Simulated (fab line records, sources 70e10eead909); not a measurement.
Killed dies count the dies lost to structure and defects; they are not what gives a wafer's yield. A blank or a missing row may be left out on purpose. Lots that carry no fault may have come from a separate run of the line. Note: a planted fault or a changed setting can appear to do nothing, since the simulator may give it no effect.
fab line records	flow nand_harc	part 1 of 2: steps 1 to 4 of 6
[record] lots = 24	wafers = 72	last_day = 32
route steps=1302 shown A_CHANNEL_FILL_D2@614 A_STAIRCASE@650
lots that met no fault: from a run of the same line without faults
start_h: hours from the record's opening day to when the first of the lot's shown wafers began	wait_h: hours since the lot's step before	" same as the row above	L1.1+2: a row that stands for several wafers	- no value, or no start given	* or withheld: withheld	< > ~ a bound
route shown NAME@n: NAME is a module with steps in the file, n the number in the route of the first one	usual: the fault-free wafers' mean and standard deviation	same: alike in all rows	chamber/n: place in a boat	sites: readings site by site	_std_site: the standard deviation of these	_edge_site: outer sites' mean less inner sites'	radius_mm: how far each site lies from the wafer's centre	mask NAME#n: copy n	behind: the most recent tool/chamber to have shaped the wafer	hold: what put the lot on hold/how long, in hours/how the hold closed	device: names the non-switching transistor (n, p or np)	end of line: tests of these same wafers at the route's end	where a step has no rows: the recipe by itself	killed: dies lost to structure and defects at the first sort, not the wafer's yield	map: dies across one wafer; x = killed, . = not, _ = none there
set.NAME: the setting the step ran with; set.NAME@STEP: the setting that earlier step ran with	model.NAME: the simulator's own value behind a step, which no gauge read
a sample of lots followed through the steps of the route, with each step as a table and each wafer as a row
services: the hour from which a tool's chamber was out of use, counted from the record's first day as start_h (under 0 if before that day), plus the number of hours and why
[[steps]]
[step NHARC_A_CHANNEL_FILL_D2_ALD_14]
[recipe] target_thk_a = 25	pulse_time_s = 10	ald_cycles = 25	temp_c = 300	material = SiO2
[usual] heater_power_w = 504/43	precursor_pulse_height_rel = 1.000/0.02	susceptor_temp_C = 300.01/0.2
lot.wafer	tool	chamber	start_h	wait_h	heater_power_w	precursor_pulse_height_rel	susceptor_temp_C
L074.2	ald_hk-03	3	304.29	0.5	586	0.972	300.22
L074.1	"	0	"	"	527	1.010	300.19
L074.6	"	2	"	"	490	0.978	300.14
L076.4	ald_hk-01	1	327.85	0.0	505	0.982	299.96
L076.1	"	3	"	"	515	0.998	300.23
L076.5	"	1	"	"	489	1.025	300.07
L075.1	ald_hk-03	1	327.88	0.1	569	1.034	300.08
L075.4	"	3	"	"	584	0.988	299.86
L075.5	"	0	"	"	518	1.001	300.15
L077.4	ald_hk-03	1	332.98	1.0	563	0.990	299.81
L077.2	"	3	"	"	574	0.983	299.94
L077.5	"	0	"	"	520	0.981	300.07
L078.1	ald_hk-01	2	344.90	0.0	507	0.995	-
L078.2	"	3	"	"	509	0.994	-
L078.6	"	2	"	"	505	0.987	-
L079.2	ald_hk-03	2	358.23	0.0	490	1.033	300.06
L079.4	"	1	"	"	566	0.998	300.06
L079.5	"	2	"	"	489	1.002	300.27
L080.1	ald_hk-02	3	364.37	0.1	448	1.003	299.82
L080.2	"	1	"	"	441	0.935	300.03
L080.6	"	2	"	"	534	1.014	300.21
L081.4	ald_hk-02	2	372.38	0.0	559	1.019	299.96
L081.1	"	1	"	"	448	1.019	299.99
L081.5	"	2	"	"	576	0.997	299.56
L082.3	ald_hk-01	3	385.85	0.1	503	0.966	300.15
L082.4	"	1	"	"	494	1.015	300.19
L082.5	"	3	"	"	513	0.995	300.07
L083.3	ald_hk-02	2	402.50	0.0	555	0.974	299.93
L083.4	"	1	"	"	454	0.995	299.78
L083.6	"	2	"	"	554	1.028	300.20
L084.1	ald_hk-02	2	414.70	0.1	569	0.973	299.74
L084.4	"	1	"	"	446	1.003	299.92
L084.5	"	2	"	"	561	0.967	299.71
L085.2	ald_hk-01	2	421.79	0.0	498	1.017	300.25
L085.3	"	3	"	"	507	1.019	299.99
L085.6	"	3	"	"	503	0.990	300.24
L087.1	ald_hk-01	2	426.64	0.7	520	1.017	-
L087.2	"	3	"	"	509	1.003	-
L087.3	"	0	"	"	465	0.988	-
L086.1	ald_hk-01	2	426.86	0.9	500	0.994	-
L086.3	"	3	"	"	515	0.981	-
L086.4	"	1	"	"	503	0.994	-
L088.2	ald_hk-02	1	458.36	2.6	459	0.999	300.42
L088.5	"	1	"	"	457	1.038	300.29
L088.6	"	2	"	"	573	1.016	299.85
L089.4	ald_hk-02	3	458.66	2.8	459	0.982	300.33
L089.2	"	0	"	"	445	0.992	299.79
L089.5	"	1	"	"	470	0.999	299.99
L090.2	ald_hk-03	0	469.19	0.0	524	1.015	300.20
L090.4	"	2	"	"	493	0.977	300.24
L090.5	"	0	"	"	539	1.041	300.08
L091.2	ald_hk-02	0	472.19	0.0	440	1.004	300.13
L091.3	"	1	"	"	447	1.017	300.04
L091.4	"	3	"	"	454	1.020	300.16
L092.4	ald_hk-03	0	488.72	0.0	548	0.997	300.03
L092.2	"	2	"	"	509	1.029	300.18
L092.6	"	0	"	"	540	0.986	299.74
L093.1	ald_hk-03	1	493.34	1.5	503	1.007	300.08
L093.2	"	2	"	"	500	1.025	300.11
L093.5	"	1	"	"	509	1.008	299.87
L094.3	ald_hk-02	2	499.72	0.0	563	0.985	300.10
L094.1	"	3	"	"	458	1.029	300.21
L094.2	"	0	"	"	447	1.020	300.12
L095.2	ald_hk-03	0	512.01	0.0	536	1.001	299.70
L095.1	"	2	"	"	483	1.041	300.23
L095.6	"	1	"	"	516	0.990	299.77
L096.4	ald_hk-02	0	522.50	0.0	445	1.006	300.11
L096.1	"	3	"	"	451	1.004	300.04
L096.6	"	1	"	"	457	1.037	299.94
L097.1	ald_hk-03	2	528.51	0.0	503	0.997	299.90
L097.3	"	3	"	"	557	1.007	299.80
L097.5	"	3	"	"	569	0.978	299.87
[step NHARC_A_CHANNEL_FILL_D2_STRIP_29]
[recipe] time_s = 20	o2_flow_sccm = 500	ar_flow_sccm = 0	bias_w = 0	chemistry = O2
[usual] drypump_motor_current_A = 5.7/0.38	oes_product_au = 1.003/0.012	rf_vpp_V = 58.0/0.94	showerhead_plenum_p_Torr = 3.60/0.14	throttle_valve_pct = 17.036/0.0082
lot.wafer	tool	chamber	start_h	wait_h	drypump_motor_current_A	oes_product_au	rf_hours_counter_h	rf_vpp_V	showerhead_plenum_p_Torr	throttle_valve_pct
L074.1	rie_diel-02	2	-	-	6.0	1.004	4.3	58.3	3.39	17.036
L074.2	"	3	"	"	6.1	1.004	4.3	59.0	3.73	17.032
L074.6	"	2	"	"	6.0	0.991	-	57.2	3.39	17.035
L075.4	rie_diel-12	0	-	-	5.3	1.001	2.4	58.6	3.65	17.033
L075.1	"	1	"	"	5.7	1.015	2.4	58.2	3.75	17.035
L075.5	"	3	"	"	5.8	1.008	-	58.2	3.67	17.040
L076.1	rie_diel-02	3	364.54	0.1	6.1	0.998	5.0	58.0	3.73	17.023
L076.4	"	0	"	"	6.0	0.983	-	57.9	3.66	17.051
L076.5	"	3	"	"	6.1	1.010	-	58.4	3.73	17.051
L077.2	rie_diel-02	0	370.45	0.2	6.0	0.988	4.8	57.8	3.66	17.039
L077.4	"	3	"	"	6.1	0.995	-	57.6	3.73	17.049
L077.5	"	0	"	"	6.0	0.983	-	57.4	3.66	17.034
L078.2	rie_diel-12	1	-	-	5.7	1.006	2.8	56.0	3.75	17.041
L078.1	"	3	"	"	5.8	1.001	3.0	57.5	3.67	17.039
L078.6	"	1	"	"	5.7	1.008	-	57.8	3.75	17.029
L079.2	rie_diel-02	0	395.39	0.1	6.0	0.993	5.2	57.9	3.66	17.028
L079.5	"	3	"	"	6.1	1.003	-	59.2	3.73	17.041
L079.4	"	2	"	"	6.0	1.001	-	57.2	3.39	17.035
L080.1	rie_diel-12	2	402.28	0.2	5.0	1.001	3.5	59.6	3.65	17.036
L080.2	"	0	"	"	5.3	0.992	3.3	58.4	3.65	17.037
L080.6	"	2	"	"	5.0	1.006	-	57.8	3.65	17.040
L081.4	rie_diel-04	1	-	-	5.5	1.007	7.7	59.2	3.56	17.039
L081.1	"	3	"	"	5.0	0.992	6.7	57.6	3.32	17.035
L081.5	"	2	"	"	6.4	0.996	-	58.7	3.41	17.043
L082.3	rie_diel-04	0	-	-	6.0	1.009	10.2	59.6	3.70	17.038
L082.4	"	1	"	"	5.5	0.994	10.5	56.9	3.56	17.042
L082.5	"	0	"	"	6.0	1.012	-	58.3	3.70	17.052
L083.4	rie_diel-12	3	-	-	5.8	0.997	3.4	59.6	3.67	17.032
L083.3	"	0	"	"	5.3	1.007	4.0	58.8	3.65	17.037
L083.6	"	1	"	"	5.7	1.015	-	60.0	3.75	17.026
L084.4	rie_diel-02	3	-	-	6.1	0.987	1.1	58.2	3.73	17.024
L084.1	"	0	"	"	6.0	0.985	1.0	56.9	3.66	17.024
L084.5	"	2	"	"	6.0	1.005	-	56.2	3.39	17.042
L085.3	rie_diel-02	1	-	-	5.8	1.022	0.9	58.3	3.38	17.037
L085.2	"	0	"	"	6.0	0.998	1.2	57.8	3.66	17.035
L085.6	"	2	"	"	6.0	1.021	-	57.5	3.39	17.010
L087.2	rie_diel-12	2	460.81	0.2	5.0	1.014	0.2	57.4	3.65	17.026
L087.3	"	3	"	"	5.8	1.002	0.2	58.4	3.67	17.014
L087.1	"	1	"	"	5.7	1.016	0.2	57.1	3.75	17.035
L086.1	rie_diel-02	3	-	-	6.1	1.000	1.3	58.6	3.73	17.036
L086.4	"	0	"	"	6.0	1.005	1.2	57.7	3.66	17.041
L086.3	"	2	"	"	6.0	1.012	1.4	57.3	3.39	17.030
L088.2	rie_diel-02	3	-	-	6.1	1.000	2.0	59.4	3.73	17.045
L088.6	"	3	"	"	6.1	0.994	-	58.6	3.73	17.047
L088.5	"	0	"	"	6.0	0.996	-	56.5	3.66	17.027
L089.2	rie_diel-12	0	-	-	5.3	0.993	1.1	57.5	3.65	17.045
L089.4	"	2	"	"	5.0	1.008	1.5	58.7	3.65	17.034
L089.5	"	0	"	"	5.3	0.995	-	58.6	3.65	17.039
L091.4	rie_diel-12	0	-	-	5.3	0.997	1.5	57.8	3.65	17.039
L091.3	"	2	"	"	5.0	1.010	2.0	59.0	3.65	17.023
L091.2	"	3	"	"	5.7	1.006	2.0	56.8	3.67	17.039
L090.4	rie_diel-02	0	-	-	6.0	0.988	2.0	57.8	3.66	17.036
L090.2	"	2	"	"	6.0	1.017	2.1	58.3	3.39	17.039
L090.5	"	3	"	"	6.1	1.004	-	59.9	3.73	17.047
L093.2	rie_diel-12	3	-	-	5.7	0.986	2.5	57.6	3.67	17.032
L093.1	"	0	"	"	5.3	0.985	2.0	56.8	3.65	17.035
L093.5	"	0	"	"	5.3	0.991	-	56.3	3.65	17.031
L092.2	rie_diel-02	3	-	-	6.1	0.992	2.5	59.2	3.73	17.041
L092.4	"	1	"	"	5.8	1.010	1.8	58.1	3.38	17.040
L092.6	"	3	"	"	6.1	1.001	-	58.0	3.73	17.049
L094.3	rie_diel-12	3	-	-	5.7	0.991	2.9	57.4	3.67	17.032
L094.1	"	0	"	"	5.3	0.997	2.4	59.3	3.65	17.036
L094.2	"	2	"	"	5.0	1.000	3.0	56.5	3.65	17.045
L095.1	rie_diel-02	3	-	-	6.1	0.991	3.0	59.1	3.73	17.035
L095.2	"	2	"	"	6.0	1.010	2.4	57.0	3.39	17.035
L095.6	"	3	"	"	6.1	0.994	-	56.2	3.73	17.043
L096.1	rie_diel-04	2	-	-	6.4	0.987	2.3	59.2	3.40	17.022
L096.4	"	3	"	"	5.0	0.999	2.3	55.7	3.30	17.031
L096.6	"	2	"	"	6.4	0.986	-	56.8	3.40	17.042
L097.1	rie_diel-12	2	563.46	0.2	5.0	0.987	4.2	57.0	3.65	17.043
L097.3	"	3	"	"	5.7	0.997	4.0	57.8	3.67	17.026
L097.5	"	3	"	"	5.7	0.994	-	58.9	3.67	17.046
[step NHARC_A_CHANNEL_FILL_D2_RTA_24]
[recipe] temp_c = 1000	time_s = 5
[usual] lamp_power_pct = 28.1/2.7	wafer_temp_C_max = 1004.4/1.5
lot.wafer	tool	chamber	start_h	wait_h	lamp_power_pct	wafer_temp_C_max
L074.1	rtp_anneal-01	0	346.12	0.0	25.4	1006.2
L074.2	"	0	"	"	25.4	1007.5
L074.6	"	0	"	"	25.4	1004.6
L075.1	rtp_anneal-02	0	370.48	0.0	30.7	1002.9
L075.4	"	0	"	"	30.7	1002.6
L075.5	"	0	"	"	30.7	1002.5
L076.1	rtp_anneal-01	0	370.48	0.0	25.4	1005.6
L076.4	"	0	"	"	25.4	1006.4
L076.5	"	0	"	"	25.3	1004.2
L077.2	rtp_anneal-02	0	376.52	0.1	30.7	1002.9
L077.4	"	0	"	"	30.7	1002.9
L077.5	"	0	"	"	30.7	1002.4
L078.1	rtp_anneal-02	0	388.14	0.0	30.8	1001.5
L078.2	"	0	"	"	30.8	1003.7
L078.6	"	0	"	"	30.8	1002.3
L079.2	rtp_anneal-01	0	402.44	0.1	25.4	1004.6
L079.4	"	0	"	"	25.4	1006.2
L079.5	"	0	"	"	25.4	1006.8
L080.1	rtp_anneal-02	0	408.44	0.0	30.7	1003.3
L080.2	"	0	"	"	30.7	1003.6
L080.6	"	0	"	"	30.7	1003.4
L081.1	rtp_anneal-01	0	413.36	0.0	25.4	1005.7
L081.4	"	0	"	"	25.4	1005.7
L081.5	"	0	"	"	25.4	1006.8
L082.3	rtp_anneal-02	0	430.41	0.2	30.7	1003.3
L082.4	"	0	"	"	30.7	1002.4
L082.5	"	0	"	"	30.7	1002.9
L083.3	rtp_anneal-02	0	443.32	0.1	30.7	1003.7
L083.4	"	0	"	"	30.7	1002.1
L083.6	"	0	"	"	30.7	1002.6
L084.1	rtp_anneal-02	0	455.49	0.0	30.7	1005.2
L084.4	"	0	"	"	30.7	1003.4
L084.5	"	0	"	"	30.7	1002.6
L087.1	rtp_anneal-02	0	466.55	0.0	30.7	1004.1
L087.2	"	0	"	"	30.7	1004.3
L087.3	"	0	"	"	30.8	1004.1
L085.2	rtp_anneal-01	0	466.57	0.1	25.4	1005.7
L085.3	"	0	"	"	25.4	1006.0
L085.6	"	0	"	"	25.4	1005.3
L086.1	rtp_anneal-01	0	466.71	0.1	25.4	1007.3
L086.3	"	0	"	"	25.4	1005.5
L086.4	"	0	"	"	25.3	1005.4
L088.2	rtp_anneal-02	0	500.88	0.1	30.7	1002.6
L088.5	"	0	"	"	30.8	1002.2
L088.6	"	0	"	"	30.7	1002.9
L089.2	rtp_anneal-01	0	504.64	0.1	25.3	1004.8
L089.4	"	0	"	"	25.4	1006.1
L089.5	"	0	"	"	25.3	1006.3
L091.2	rtp_anneal-02	0	511.42	0.1	30.7	1004.2
L091.3	"	0	"	"	30.7	1003.7
L091.4	"	0	"	"	30.7	1003.4
L090.2	rtp_anneal-01	0	511.42	0.1	25.4	1006.2
L090.4	"	0	"	"	25.4	1005.7
L090.5	"	0	"	"	25.3	1005.8
L093.1	rtp_anneal-01	0	531.96	0.0	25.4	1004.6
L093.2	"	0	"	"	25.4	1004.2
L093.5	"	0	"	"	25.4	1005.0
L092.2	rtp_anneal-02	0	531.99	0.1	30.7	1002.6
L092.4	"	0	"	"	30.7	1002.7
L092.6	"	0	"	"	30.8	1002.9
L094.1	rtp_anneal-02	0	540.94	0.0	30.7	1001.5
L094.2	"	0	"	"	30.8	1003.2
L094.3	"	0	"	"	30.7	1002.1
L095.1	rtp_anneal-01	0	552.27	0.0	25.4	1005.6
L095.2	"	0	"	"	25.4	1005.9
L095.6	"	0	"	"	25.4	1005.8
L096.1	rtp_anneal-01	0	564.26	0.0	25.4	1006.4
L096.4	"	0	"	"	25.4	1004.9
L096.6	"	0	"	"	25.4	1005.4
L097.1	rtp_anneal-01	0	569.56	0.0	25.4	1005.0
L097.3	"	0	"	"	25.4	1005.6
L097.5	"	0	"	"	25.4	1005.4
[step NHARC_A_STAIRCASE_DESCUM_168]
[recipe] time_s = 3	o2_flow_sccm = 200	ar_flow_sccm = 0	bias_power_w = 0	chemistry = O2
[usual] drypump_motor_current_A = 5.8/0.46	oes_product_au = 1.002/0.015	rf_vpp_V = 57.9/0.87	showerhead_plenum_p_Torr = 1.95/0.092	throttle_valve_pct = 11.310/0.0088
lot.wafer	tool	chamber	start_h	wait_h	drypump_motor_current_A	oes_product_au	rf_hours_counter_h	rf_vpp_V	showerhead_plenum_p_Torr	throttle_valve_pct
L074.1	rie_diel-06	3	347.37	-	6.2	1.009	11	57.8	1.87	11.317
L074.2	"	0	"	"	6.1	1.010	8	57.5	1.87	11.320
L074.6	"	2	"	"	6.3	1.018	-	58.7	2.07	11.311
L075.4	rie_diel-10	1	371.77	-	5.5	0.992	39	58.3	2.04	11.298
L075.1	"	3	"	"	5.8	0.990	38	58.0	1.94	11.323
L075.5	"	0	"	"	5.0	1.017	-	59.2	2.06	11.319
L076.4	rie_diel-06	3	371.90	-	6.2	1.000	19	57.4	1.86	11.326
L076.1	"	0	"	"	6.1	1.016	15	59.0	1.87	11.328
L076.5	"	2	"	"	6.3	1.004	-	57.3	2.07	11.318
L077.4	rie_diel-08	3	377.76	-	5.1	0.995	0	58.3	1.97	11.309
L077.2	"	1	"	"	5.5	1.007	1	58.6	1.93	11.304
L077.5	"	0	"	"	6.1	0.994	-	56.8	2.08	11.309
L078.2	rie_diel-06	3	389.40	-	6.2	0.994	29	56.3	1.86	11.299
L078.1	"	0	"	"	6.1	1.005	22	57.6	1.86	11.332
L078.6	"	2	"	"	6.3	1.009	-	58.3	2.07	11.312
L079.2	rie_diel-10	2	403.66	-	5.1	1.029	47	57.8	2.06	11.312
L079.4	"	0	"	"	5.0	0.996	49	58.3	2.06	11.309
L079.5	"	3	"	"	5.8	0.982	-	57.1	1.93	11.300
L080.2	rie_diel-06	1	409.79	-	5.5	0.986	26	58.2	1.82	11.294
L080.1	"	2	"	"	6.4	0.997	33	57.9	2.07	11.319
L080.6	"	1	"	"	5.6	0.995	-	58.1	1.82	11.297
L081.1	rie_diel-10	2	414.61	-	5.1	1.026	50	57.9	2.06	11.294
L081.4	"	0	"	"	5.0	1.002	51	57.6	2.06	11.331
L081.5	"	3	"	"	5.8	0.981	-	58.1	1.93	11.301
L082.3	rie_diel-08	1	431.61	-	5.5	1.022	19	59.2	1.93	11.295
L082.4	"	0	"	"	6.1	1.009	20	57.8	2.07	11.298
L082.5	"	1	"	"	5.5	1.005	-	58.1	1.93	11.317
L083.3	rie_diel-08	1	444.51	-	5.5	1.000	21	58.5	1.93	11.314
L083.4	"	2	"	"	6.3	1.011	20	56.3	1.92	11.311
L083.6	"	1	"	"	5.5	1.007	-	57.3	1.93	11.299
L084.1	rie_diel-10	0	456.77	-	5.0	0.987	9	58.0	2.06	11.319
L084.4	"	3	"	"	5.7	0.985	9	57.9	1.93	11.311
L084.5	"	1	"	"	5.5	0.989	-	57.0	2.04	11.297
L085.2	rie_diel-06	2	467.78	-	6.4	1.006	56	58.7	2.06	11.303
L085.3	"	3	"	"	6.2	0.996	57	56.4	1.85	11.300
L085.6	"	3	"	"	6.2	1.000	-	57.7	1.85	11.313
L087.2	rie_diel-08	0	467.96	-	6.1	1.022	31	57.8	2.07	11.301
L087.1	"	1	"	"	5.5	1.001	31	57.8	1.92	11.315
L087.3	"	2	"	"	6.3	1.025	33	56.8	1.91	11.312
L086.1	rie_diel-08	1	468.11	-	5.5	1.004	31	57.4	1.92	11.306
L086.4	"	3	"	"	5.1	0.976	34	58.9	1.95	11.305
L086.3	"	0	"	"	6.0	1.027	31	56.8	2.07	11.324
L088.2	rie_diel-06	3	504.55	-	6.2	0.979	5	58.0	1.85	11.315
L088.6	"	0	"	"	6.1	0.985	-	58.0	1.85	11.304
L088.5	"	1	"	"	5.6	1.017	-	58.8	1.81	11.321
L089.2	rie_diel-06	0	505.86	-	6.1	1.002	7	57.7	1.85	11.305
L089.4	"	1	"	"	5.5	1.025	6	55.9	1.81	11.329
L089.5	"	1	"	"	5.5	1.023	-	57.7	1.81	11.307
L091.4	rie_diel-08	0	512.71	-	6.1	1.016	48	57.8	2.06	11.320
L091.2	"	1	"	"	5.5	1.006	47	58.1	1.92	11.315
L091.3	"	3	"	"	5.1	0.989	51	58.7	1.95	11.307
L090.2	rie_diel-08	3	512.85	-	5.1	0.984	51	57.7	1.95	11.319
L090.4	"	1	"	"	5.5	0.991	47	55.9	1.92	11.303
L090.5	"	2	"	"	6.3	1.003	-	59.8	1.91	11.322
L093.2	rie_diel-06	3	533.20	-	6.2	0.982	19	56.7	1.84	11.313
L093.1	"	1	"	"	5.6	1.035	18	56.9	1.81	11.295
L093.5	"	0	"	"	6.1	0.995	-	57.3	1.85	11.302
L092.4	rie_diel-10	2	533.36	-	5.1	1.001	22	58.4	2.05	11.326
L092.2	"	0	"	"	5.0	0.994	23	58.9	2.05	11.305
L092.6	"	2	"	"	5.1	0.991	-	59.5	2.05	11.307
L094.2	rie_diel-10	0	542.24	-	5.0	0.998	28	57.9	2.05	11.311
L094.3	"	1	"	"	5.5	0.991	21	57.9	2.03	11.306
L094.1	"	2	"	"	5.1	0.994	28	58.6	2.05	11.303
L095.1	rie_diel-08	3	553.97	-	5.1	1.000	0	58.5	1.94	11.290
L095.2	"	1	"	"	5.5	0.983	0	57.8	1.91	11.288
L095.6	"	0	"	"	6.0	1.024	-	58.3	2.06	11.316
L096.4	rie_diel-06	0	565.52	-	6.1	0.991	36	56.6	1.84	11.306
L096.1	"	2	"	"	6.3	0.997	28	58.5	2.05	11.311
L096.6	"	0	"	"	6.1	0.993	-	57.7	1.84	11.306
L097.3	rie_diel-06	0	570.69	-	6.1	0.990	37	57.9	1.84	11.311
L097.1	"	1	"	"	5.5	1.030	33	57.0	1.80	11.309
L097.5	"	0	"	"	6.1	1.001	-	57.7	1.84	11.312
